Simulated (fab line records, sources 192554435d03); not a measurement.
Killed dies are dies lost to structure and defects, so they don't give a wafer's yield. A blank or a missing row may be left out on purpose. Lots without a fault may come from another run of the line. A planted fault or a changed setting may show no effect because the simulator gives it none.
fab line records | flow n5_finfet | part 1 of 2: steps 1 to 4 of 6
record lots=21 wafers=63 last_day=19
route steps=1938 shown DUMMY_GATE@246 SD_EPI_N@281 SD_EPI_P@314 SDB@359
lots that met no fault: from a run of the same line without faults
start_h: hours from the record's first day to the start of the lot's first wafer shown | wait_h: hours since the lot's step before | " the same as in the row above | L1.1+2: a row that stands for several wafers | - no value, or no start given | * or withheld: withheld | < > ~ a bound
route shown NAME@n: a module of which the file shows steps, and the number in the route of the first | usual: mean/standard deviation of fault-free wafers | same: alike in all rows | chamber/n: place in a boat | sites: the reading at each site | _std_site: their standard deviation | _edge_site: outer sites' mean less inner sites' | radius_mm: how far each site lies from the wafer's centre | mask NAME#n: copy n | behind: the tool/chamber that last shaped the wafer | hold: why the lot was held/for how many hours/how that ended | device: the transistor (n, p or np) that didn't switch | end of line: the same wafers' tests at the end of the route | a step without rows: its recipe alone | killed: dies lost to structure and defects at the first sort, not the wafer's yield | map: a wafer's dies, x killed, . not, _ none there
set.NAME: the setting as run; set.NAME@STEP: as run at that earlier step | model.NAME: the simulator's own value behind a step, which no gauge read
steps of the route over a sample of lots; a table a step, a row a wafer
services: from which hour (start_h, from the record's first day; less than 0 if before it) a tool's chamber was out of use, for how many hours, and why
## steps
# step N5_DUMMY_GATE_ETCH_32
# recipe chemistry=CF4 target=SiO2 target_depth_a=35 time_s=3.9 ion_energy_ev=350 pressure_mtorr=10 icp_w=800 bias_w=400 cf4_flow_sccm=80
# usual bias_w=400.0/1.2 drypump_motor_current_A=5.6/0.41 oes_product_au=0.999/0.024 throttle_valve_pct=21.71/0.25
# columns lot.wafer tool chamber start_h wait_h bias_w drypump_motor_current_A oes_product_au rf_hours_counter_h throttle_valve_pct
L074.2 rie_si-02 1 47.36 0.1 399.3 5.1 1.009 92 22.21
L074.3 " 3 " " 398.5 5.9 1.010 148 21.81
L074.6 " 0 " " 400.5 5.7 0.996 - 21.55
L077.1 rie_si-03 1 67.14 0.1 398.5 5.2 1.008 69 21.49
L077.5 " 2 " " 400.2 6.1 0.983 - 21.75
L077.6 " 1 " " 398.5 5.2 1.007 - 21.50
L078.1 rie_si-06 0 70.75 0.1 400.3 5.5 0.957 77 21.42
L078.3 " 1 " " 401.9 5.4 1.010 70 22.05
L078.6 " 3 " " 398.7 5.2 0.981 - 21.83
L079.3 rie_si-06 1 77.94 0.1 401.4 5.5 1.008 70 22.05
L079.4 " 3 " " 398.0 5.2 0.993 74 21.81
L079.6 " 3 " " 398.3 5.2 0.988 - 21.82
L080.3 rie_si-03 0 82.17 0.1 399.7 6.4 1.011 189 22.05
L080.4 " 3 " " 398.9 6.3 0.988 80 21.96
L080.5 " 3 " " 398.4 6.3 0.984 - 21.96
L081.2 rie_si-02 2 87.99 0.1 400.7 6.5 0.987 22 21.61
L081.4 " 1 " " 399.8 5.1 1.003 93 22.20
L081.5 " 1 " " 401.0 5.1 0.989 - 22.20
L082.1 rie_si-06 1 95.59 0.1 399.4 5.5 1.012 71 22.06
L082.2 " 2 " " 401.8 5.4 1.039 54 21.45
L082.5 " 3 " " 399.8 5.2 0.987 - 21.81
L083.3 rie_si-06 0 100.24 0.1 401.1 5.5 0.967 77 21.41
L083.5 " 3 " " 401.8 5.2 0.982 - 21.83
L083.6 " 2 " " 400.6 5.5 1.047 - 21.46
L084.2 rie_si-06 1 108.05 0.1 400.0 5.5 1.021 71 22.04
L084.4 " 3 " " 402.1 5.2 0.977 75 21.80
L084.6 " 1 " " 399.0 5.5 1.012 - 22.04
L085.3 rie_si-06 3 114.73 0.1 400.2 5.2 0.976 75 21.82
L085.4 " 2 " " 400.1 5.4 1.030 54 21.44
L085.5 " 3 " " 400.5 5.2 0.970 - 21.80
L086.3 rie_si-06 2 121.33 0.1 399.4 5.5 1.036 54 21.44
L086.4 " 1 " " 400.0 5.4 1.019 71 22.04
L086.6 " 2 " " 399.6 5.4 1.033 - 21.45
L087.1 rie_si-06 1 124.08 0.1 399.8 5.4 1.001 71 22.03
L087.2 " 2 " " 398.3 5.5 1.042 54 21.46
L087.3 " 0 " " 400.4 5.6 0.978 78 21.40
L088.1 rie_si-06 2 131.44 0.1 400.8 5.5 1.039 54 21.45
L088.4 " 0 " " 400.4 5.5 0.970 78 21.40
L088.6 " 3 " " 398.8 5.2 0.974 - 21.83
L089.1 rie_si-06 3 136.36 0.1 397.9 5.2 0.973 75 21.81
L089.2 " 0 " " 398.4 5.5 0.962 78 21.40
L089.3 " 2 " " 398.3 5.5 1.037 55 21.45
L090.3 rie_si-06 0 144.34 0.1 400.1 5.5 0.974 78 21.41
L090.4 " 2 " " 398.9 5.5 1.043 55 21.45
L090.6 " 0 " " 399.9 5.6 0.978 - 21.39
L091.2 rie_si-06 0 176.62 0.1 401.7 5.5 0.963 78 21.39
L091.4 " 1 " " 401.3 5.5 1.009 72 22.05
L091.6 " 2 " " 399.3 5.5 1.031 - 21.45
L093.1 rie_si-03 1 180.47 0.1 401.1 5.2 1.006 71 21.48
L093.5 " 1 " " 400.9 5.1 1.017 - 21.47
L093.6 " 3 " " 399.2 6.3 0.982 - 21.98
L094.2 rie_si-02 3 184.48 0.1 399.2 5.9 1.015 150 21.80
L094.3 " 2 " " 401.5 6.5 0.973 24 21.59
L094.6 " 3 " " 399.8 5.9 1.011 - 21.82
L095.2 rie_si-03 3 184.52 0.1 400.2 6.3 0.977 82 21.98
L095.3 " 2 " " 399.6 6.1 0.999 14 21.77
L095.4 " 3 " " 399.2 6.3 0.986 - 21.97
L092.4 rie_si-06 1 184.71 0.0 399.8 5.4 1.026 72 22.05
L092.5 " 0 " " 401.7 5.5 0.989 - 21.42
L092.6 " 3 " " 399.5 5.2 0.981 - 21.81
L097.1 rie_si-03 3 194.13 0.1 401.6 6.4 0.980 82 21.97
L097.2 " 1 " " 397.9 5.2 1.009 71 21.49
L097.3 " 2 " " 399.9 6.1 1.004 14 21.76
# step N5_DUMMY_GATE_ETCH_44
# recipe chemistry=HBr/O2 over_etch_frac=0.7 target_depth_a=1275 stop_on=SiO2 ion_energy_ev=60 bias_w=20 target=poly-Si mask_material=SiO2 pressure_mtorr=20 icp_w=400 HBr_flow_sccm=120 O2_flow_sccm=10
# usual bias_w=20.01/0.057 drypump_motor_current_A=5.6/0.4 oes_product_au=0.728/0.013 throttle_valve_pct=18.39/0.22
# columns lot.wafer tool chamber start_h wait_h bias_w drypump_motor_current_A oes_product_au rf_hours_counter_h throttle_valve_pct
L074.2 rie_si-02 1 47.45 0.0 19.95 5.1 0.720 92 18.65
L074.3 " 3 " " 20.01 5.9 0.722 148 18.46
L074.6 " 0 " " 19.94 5.7 0.724 - 18.54
L077.1 rie_si-03 1 67.23 0.0 20.08 5.2 0.710 69 18.37
L077.5 " 2 " " 20.05 6.1 0.715 - 18.48
L077.6 " 1 " " 20.00 5.2 0.718 - 18.37
L078.1 rie_si-06 0 70.84 0.0 19.91 5.5 0.722 77 18.00
L078.3 " 1 " " 19.95 5.4 0.726 70 18.59
L078.6 " 3 " " 19.95 5.2 0.725 - 18.42
L079.3 rie_si-06 1 78.03 0.0 20.02 5.5 0.729 70 18.61
L079.4 " 3 " " 20.05 5.2 0.720 74 18.44
L079.6 " 3 " " 20.10 5.2 0.715 - 18.43
L080.3 rie_si-03 0 82.26 0.0 19.92 6.4 0.738 189 18.69
L080.4 " 3 " " 20.00 6.3 0.722 80 18.75
L080.5 " 3 " " 20.06 6.3 0.737 - 18.73
L081.2 rie_si-02 2 88.08 0.0 20.01 6.5 0.707 22 18.46
L081.4 " 1 " " 20.03 5.1 0.721 93 18.67
L081.5 " 1 " " 20.09 5.1 0.719 - 18.66
L082.1 rie_si-06 1 95.68 0.0 19.98 5.4 0.725 71 18.59
L082.2 " 2 " " 20.12 5.5 0.772 54 18.13
L082.5 " 3 " " 20.01 5.2 0.726 - 18.42
L083.3 rie_si-06 0 100.33 0.0 19.93 5.6 0.713 77 18.01
L083.5 " 3 " " 20.01 5.2 0.714 - 18.44
L083.6 " 2 " " 19.97 5.5 0.760 - 18.13
L084.2 rie_si-06 1 108.14 0.0 20.04 5.4 0.735 71 18.59
L084.4 " 3 " " 19.95 5.2 0.720 75 18.43
L084.6 " 1 " " 20.08 5.4 0.728 - 18.61
L085.3 rie_si-06 3 114.82 0.0 20.04 5.2 0.727 75 18.43
L085.4 " 2 " " 20.04 5.5 0.766 54 18.17
L085.5 " 3 " " 20.02 5.2 0.730 - 18.41
L086.3 rie_si-06 2 121.42 0.0 19.93 5.5 0.748 54 18.15
L086.4 " 1 " " 19.97 5.4 0.727 71 18.60
L086.6 " 2 " " 19.96 5.5 0.750 - 18.16
L087.1 rie_si-06 1 124.17 0.0 20.13 5.4 0.731 71 18.60
L087.2 " 2 " " 20.06 5.5 0.731 54 18.14
L087.3 " 0 " " 19.93 5.5 0.724 78 18.00
L088.1 rie_si-06 2 131.53 0.0 19.98 5.5 0.750 54 18.16
L088.4 " 0 " " 19.97 5.5 0.717 78 18.00
L088.6 " 3 " " 19.98 5.2 0.723 - 18.42
L089.1 rie_si-06 3 136.45 0.0 20.00 5.2 0.718 76 18.42
L089.2 " 0 " " 20.04 5.5 0.717 78 18.01
L089.3 " 2 " " 20.08 5.5 0.740 55 18.15
L090.3 rie_si-06 0 144.43 0.0 20.00 5.5 0.704 78 18.01
L090.4 " 2 " " 20.02 5.5 0.746 55 18.14
L090.6 " 0 " " 20.07 5.6 0.718 - 18.01
L091.2 rie_si-06 0 176.71 0.0 20.00 5.6 0.722 78 18.00
L091.4 " 1 " " 20.01 5.4 0.732 72 18.59
L091.6 " 2 " " 19.98 5.5 0.742 - 18.14
L093.1 rie_si-03 1 180.56 0.0 20.03 5.2 0.714 71 18.35
L093.5 " 1 " " 20.05 5.2 0.728 - 18.37
L093.6 " 3 " " 20.06 6.3 0.712 - 18.74
L094.2 rie_si-02 3 184.57 0.0 20.11 5.9 0.734 150 18.47
L094.3 " 2 " " 20.01 6.5 0.725 24 18.44
L094.6 " 3 " " 20.02 5.9 0.731 - 18.47
L095.2 rie_si-03 3 184.61 0.0 20.02 6.3 0.712 82 18.73
L095.3 " 2 " " 19.99 6.1 0.728 14 18.49
L095.4 " 3 " " 20.04 6.3 0.729 - 18.73
L092.4 rie_si-06 1 184.80 0.0 20.06 5.4 0.720 72 18.60
L092.5 " 0 " " 20.06 5.5 0.712 - 18.01
L092.6 " 3 " " 20.10 5.2 0.718 - 18.42
L097.1 rie_si-03 3 194.22 0.0 19.97 6.4 0.720 82 18.73
L097.2 " 1 " " 19.93 5.2 0.729 71 18.37
L097.3 " 2 " " 20.08 6.1 0.723 14 18.50
# step N5_DUMMY_GATE_STRIP_48
# recipe chemistry=N2/H2 time_s=20 power_w=100 temp_c=40 pressure_mtorr=100 rf_frequency_hz=6e+07 bias_power_w=3 n2_flow_sccm=300 h2_flow_sccm=300
# usual drypump_motor_current_A=5.9/0.51 oes_product_au=0.79/0.092 rf_vpp_V=45.3/0.8 showerhead_plenum_p_Torr=3.39/0.1 throttle_valve_pct=12.2/0.31
# columns lot.wafer tool chamber start_h wait_h drypump_motor_current_A oes_product_au rf_hours_counter_h rf_vpp_V showerhead_plenum_p_Torr throttle_valve_pct
L074.2 rie_diel-03 1 47.66 0.0 6.0 0.76 133 45.6 3.52 12.5
L074.3 " 3 " " 6.6 0.68 232 45.9 3.47 12.3
L074.6 " 0 " " 4.9 0.83 - 45.7 3.40 11.9
L077.1 rie_diel-02 3 67.44 0.0 6.2 0.70 182 46.5 3.24 12.4
L077.5 " 1 " " 5.2 0.73 - 45.8 3.23 12.5
L077.6 " 2 " " 6.4 0.69 - 45.2 3.33 12.5
L078.1 rie_diel-02 0 71.05 0.0 5.6 0.69 239 44.8 3.32 12.4
L078.3 " 3 " " 6.2 0.72 184 44.8 3.24 12.4
L078.6 " 1 " " 5.2 0.73 - 45.6 3.23 12.4
L079.3 rie_diel-01 0 78.24 0.0 6.5 0.88 68 44.0 3.42 11.9
L079.4 " 2 " " 5.7 0.95 - 45.3 3.48 11.9
L079.6 " 3 " " 5.4 0.70 - 45.5 3.32 12.1
L080.3 rie_diel-02 3 82.46 0.0 6.2 0.71 187 43.1 3.24 12.4
L080.4 " 0 " " 5.6 0.68 243 45.1 3.32 12.4
L080.5 " 3 " " 6.2 0.71 - 44.7 3.24 12.4
L081.2 rie_diel-02 3 88.28 0.0 6.2 0.70 188 45.8 3.24 12.4
L081.4 " 1 " " 5.2 0.73 186 45.3 3.23 12.5
L081.5 " 2 " " 6.4 0.69 - 44.0 3.33 12.6
L082.1 rie_diel-02 0 95.89 0.0 5.6 0.67 247 45.0 3.31 12.4
L082.2 " 3 " " 6.2 0.69 192 45.2 3.24 12.4
L082.5 " 1 " " 5.2 0.73 - 44.9 3.22 12.5
L083.3 rie_diel-03 2 100.53 0.0 5.8 0.76 119 46.4 3.40 12.1
L083.5 " 0 " " 4.9 0.80 - 43.9 3.39 11.9
L083.6 " 1 " " 6.1 0.74 - 45.2 3.51 12.5
L084.2 rie_diel-01 2 108.62 0.0 5.8 0.91 16 44.5 3.47 12.0
L084.4 " 3 " " 5.4 0.70 233 44.9 3.31 12.2
L084.6 " 0 " " 6.5 0.85 - 45.9 3.41 12.0
L085.3 rie_diel-03 2 115.04 0.0 5.8 0.77 124 45.6 3.40 12.1
L085.4 " 2 " " 5.8 0.77 - 45.9 3.40 12.1
L085.5 " 1 " " 6.1 0.75 - 45.0 3.51 12.6
L086.3 rie_diel-01 3 121.75 0.0 5.4 0.70 237 45.9 3.31 12.2
L086.4 " 2 " " 5.7 0.90 20 46.6 3.47 12.0
L086.6 " 2 " " 5.7 0.90 - 47.0 3.47 12.0
L087.1 rie_diel-02 3 124.38 0.0 6.2 0.70 203 44.9 3.23 12.4
L087.2 " 1 " " 5.2 0.72 200 46.6 3.22 12.5
L087.3 " 2 " " 6.4 0.67 241 44.7 3.32 12.6
L088.1 rie_diel-03 3 131.74 0.0 6.7 0.97 4 45.2 3.45 11.7
L088.4 " 2 " " 5.8 0.76 130 44.1 3.40 12.1
L088.6 " 2 " " 5.8 0.76 - 45.4 3.40 12.1
L089.1 rie_diel-02 3 136.69 0.0 6.2 0.69 208 44.0 3.23 12.4
L089.2 " 2 " " 6.4 0.67 245 45.3 3.32 12.6
L089.3 " 0 " " 5.6 0.98 3 44.6 3.31 11.8
L090.3 rie_diel-03 0 144.63 0.0 4.9 0.80 125 45.5 3.38 12.0
L090.4 " 2 " " 5.8 0.75 - 45.9 3.39 12.1
L090.6 " 0 " " 4.9 0.80 - 44.5 3.38 12.0
L091.2 rie_diel-03 0 176.94 0.0 4.9 0.79 135 45.4 3.38 12.0
L091.4 " 0 " " 4.9 0.79 - 45.0 3.38 12.0
L091.6 " 3 " " 6.7 0.93 - 44.5 3.44 11.8
L093.1 rie_diel-01 2 180.86 0.0 5.8 0.86 39 44.8 3.46 12.1
L093.5 " 2 " " 5.7 0.85 - 46.4 3.46 12.0
L093.6 " 0 " " 6.5 0.82 - 44.5 3.40 12.0
L094.2 rie_diel-03 0 184.83 0.0 4.9 0.79 138 46.0 3.38 12.0
L094.3 " 2 " " 5.8 0.74 142 43.9 3.39 12.1
L094.6 " 2 " " 5.8 0.75 - 44.3 3.39 12.1
L095.2 rie_diel-02 2 184.86 0.0 6.4 0.98 3 45.5 3.31 12.0
L095.3 " 1 " " 5.2 0.70 220 43.4 3.21 12.5
L095.4 " 3 " " 6.2 0.68 222 45.7 3.22 12.5
L092.4 rie_diel-01 2 185.03 0.0 5.7 0.86 - 44.7 3.46 12.1
L092.5 " 1 " " 5.7 0.89 - 44.8 3.57 11.7
L092.6 " 0 " " 6.5 0.82 - 45.3 3.40 12.0
L097.1 rie_diel-01 1 194.42 0.0 5.8 0.87 39 47.3 3.57 11.7
L097.2 " 3 " " 5.4 0.96 1 46.6 3.30 11.5
L097.3 " 0 " " 6.5 0.81 108 44.7 3.40 12.0
# step N5_SD_EPI_N_SD_RECESS_17
# recipe chemistry=HBr/Cl2/O2 target_depth_a=410 mask_material=SOC time_s=23.7 bt_time_s=3 pressure_mtorr=10 icp_w=800 bias_w=112 HBr_flow_sccm=150 Cl2_flow_sccm=80 O2_flow_sccm=12
# usual bias_w=112.0/0.36 drypump_motor_current_A=6.0/0.36 oes_product_au=1.001/0.014 throttle_valve_pct=37.1/0.3
# columns lot.wafer tool chamber start_h wait_h bias_w drypump_motor_current_A oes_product_au rf_hours_counter_h throttle_valve_pct
L074.2 rie_si-04 1 49.86 0.0 112.0 5.7 0.992 76 37.3
L074.3 " 0 " " 111.5 5.8 0.995 4 37.3
L074.6 " 2 " " 112.2 5.5 1.007 - 37.0
L077.1 rie_si-04 1 69.40 0.0 112.2 5.8 0.993 77 37.3
L077.5 " 1 " " 112.3 5.7 0.989 - 37.3
L077.6 " 0 " " 111.9 5.8 0.991 - 37.3
L078.1 rie_si-01 1 73.06 0.0 112.3 5.9 0.990 25 37.5
L078.3 " 3 " " 111.8 6.1 0.971 169 37.4
L078.6 " 2 " " 111.5 5.8 0.983 - 36.8
L079.3 rie_si-04 1 80.33 0.0 111.5 5.7 0.989 77 37.3
L079.4 " 2 " " 111.9 5.5 1.022 18 37.0
L079.6 " 0 " " 112.2 5.8 1.000 - 37.3
L080.3 rie_si-01 3 85.34 0.0 112.2 6.1 0.983 169 37.4
L080.4 " 1 " " 112.2 5.9 0.987 26 37.5
L080.5 " 0 " " 112.4 5.5 1.008 - 37.0
L081.2 rie_si-04 0 92.66 0.0 112.3 5.8 0.996 5 37.3
L081.4 " 2 " " 111.6 5.6 1.020 19 37.0
L081.5 " 2 " " 111.4 5.6 1.018 - 36.9
L082.1 rie_si-05 3 97.74 0.0 111.8 6.5 1.010 197 37.1
L082.2 " 0 " " 112.6 6.7 0.986 43 37.8
L082.5 " 1 " " 112.6 5.8 1.036 - 36.9
L083.3 rie_si-05 1 103.06 0.0 112.2 5.8 1.030 59 36.9
L083.5 " 0 " " 111.6 6.7 0.987 - 37.8
L083.6 " 1 " " 112.1 5.8 1.027 - 36.9
L084.2 rie_si-05 3 110.46 0.0 112.2 6.6 1.000 197 37.1
L084.4 " 0 " " 112.5 6.7 1.000 44 37.8
L084.6 " 2 " " 111.3 6.5 1.013 - 36.7
L085.3 rie_si-04 1 117.00 0.0 112.6 5.8 0.990 78 37.3
L085.4 " 2 " " 112.0 5.6 1.022 19 37.0
L085.5 " 3 " " 112.0 6.0 0.997 - 36.9
L086.3 rie_si-04 3 123.59 0.0 112.5 6.0 0.994 175 36.9
L086.4 " 1 " " 111.5 5.8 0.991 78 37.3
L086.6 " 0 " " 112.4 5.8 0.997 - 37.3
L087.1 rie_si-04 3 126.35 0.0 111.9 6.0 1.000 175 36.9
L087.2 " 0 " " 111.8 5.8 0.994 5 37.3
L087.3 " 2 " " 111.9 5.5 1.025 19 36.9
L088.1 rie_si-01 3 134.06 0.0 111.7 6.1 0.981 170 37.4
L088.4 " 1 " " 111.7 5.9 0.991 27 37.5
L088.6 " 1 " " 111.8 5.9 0.992 - 37.5
L089.1 rie_si-05 0 138.67 0.0 112.1 6.6 0.993 44 37.8
L089.2 " 2 " " 111.8 6.5 1.011 109 36.7
L089.3 " 1 " " 111.8 5.7 1.027 60 36.9
L090.3 rie_si-05 1 146.60 0.0 111.4 5.7 1.027 60 36.9
L090.4 " 2 " " 111.8 6.4 1.007 109 36.7
L090.6 " 2 " " 112.3 6.5 1.004 - 36.7
L091.2 rie_si-05 1 179.05 0.0 112.5 5.7 1.044 60 36.9
L091.4 " 3 " " 111.7 6.5 1.001 1 37.4
L091.6 " 3 " " 112.2 6.5 1.004 - 37.4
L093.1 rie_si-05 1 182.79 0.0 111.6 5.7 1.033 60 36.9
L093.5 " 1 " " 111.7 5.7 1.034 - 36.9
L093.6 " 0 " " 112.5 6.6 0.994 - 37.8
L094.2 rie_si-04 3 188.32 0.0 112.0 6.0 0.995 176 36.9
L094.3 " 1 " " 112.8 5.8 0.997 79 37.3
L094.6 " 0 " " 112.0 5.8 0.997 - 37.3
L095.2 rie_si-01 1 188.83 0.0 112.0 5.9 0.991 28 37.5
L095.3 " 3 " " 112.8 6.1 0.986 171 37.3
L095.4 " 2 " " 111.8 5.8 0.988 93 36.8
L092.4 rie_si-05 2 190.52 0.9 112.7 6.5 1.003 110 36.7
L092.5 " 2 " " 111.9 6.5 1.011 - 36.7
L092.6 " 3 " " 112.4 6.5 0.988 - 37.4
L097.1 rie_si-04 1 196.82 0.0 111.8 5.8 0.999 79 37.3
L097.2 " 2 " " 111.7 5.5 1.024 20 37.0
L097.3 " 0 " " 112.5 5.8 1.000 6 37.3
